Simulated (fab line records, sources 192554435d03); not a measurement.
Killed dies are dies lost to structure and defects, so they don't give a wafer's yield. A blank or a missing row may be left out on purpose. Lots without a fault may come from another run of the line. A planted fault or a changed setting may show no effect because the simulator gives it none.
One fault seen from 2 desks | flow n5_finfet | each desk has only its own numbers; what lay behind them comes last

THE TOOL OWNER'S DESK: krf_scanner-01
The tool's own readings at N5_BEOL_M14_EXPOSE_25 (exposes mask M14, target cd 280 nm): means of the sampled wafers that have a number, for each lot that ran on this tool. A lot is out of limits, marked OUT, if its mean lies more than 4 standard deviations from the usual mean; the brackets give that distance.
Columns: A = reticle_temp_C at N5_BEOL_M14_EXPOSE_25, usual 23.02 C
lot  | first seen here | A
L860 | day 11 02:23    | 22.97
L862 | day 11 17:40    | 23.00
L865 | day 12 15:37    | 23.13
L869 | day 14 06:26    | 22.93
This desk's finding: nothing out of limits on any of the 4 lots.

THE METROLOGY DESK
What the gauges read, lot by lot, whatever tool the lot ran on: means of the sampled wafers that have a number. A lot is out of limits, marked OUT, if its mean lies more than 4 standard deviations from the usual mean; the brackets give that distance.
Columns: A = V13_OVL at N5_BEOL_M14_OVL_MEAS_11, usual -5 nm; B = M14_OVL at N5_BEOL_M14_OVL_MEAS_29, usual -3 nm
lot  | first seen here | A   | B
L859 | day 11 00:37    | -13 | 0
L860 | day 11 01:34    | -2  | -8
L862 | day 11 17:00    | -2  | 2
L865 | day 12 14:58    | 2   | 16
L869 | day 14 05:40    | -12 | 23 (+5.1) OUT
L871 | day 14 16:35    | -1  | -4
L872 | day 14 22:38    | 0   | -2
L873 | day 15 01:50    | -8  | -5
L875 | day 15 14:29    | -9  | 3
L877 | day 17 01:30    | -8  | -7
L881 | day 17 12:45    | -4  | -5
This desk's finding: out of limits on L869; first on L869, day 14 06:38 (M14_OVL at N5_BEOL_M14_OVL_MEAS_29). In limits: L859, L860, L862, L865, L871, L872, L873, L875, L877, L881.

PUT TOGETHER
The metrology desk could have raised an alarm at day 14 06:38, on L869.
The tool owner's desk saw nothing out of limits.
The tool owner's desk has L869 on record, within its limits.
Of the lots named, all ran N5_BEOL_M14_EXPOSE_25 on krf_scanner-01.

WHAT THE SIMULATOR HAD PUT IN
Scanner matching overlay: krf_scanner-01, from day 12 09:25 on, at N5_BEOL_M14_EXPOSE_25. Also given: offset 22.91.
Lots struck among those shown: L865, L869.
Hours from the fault's start to each desk's first reading out of limits: the metrology desk, 45.
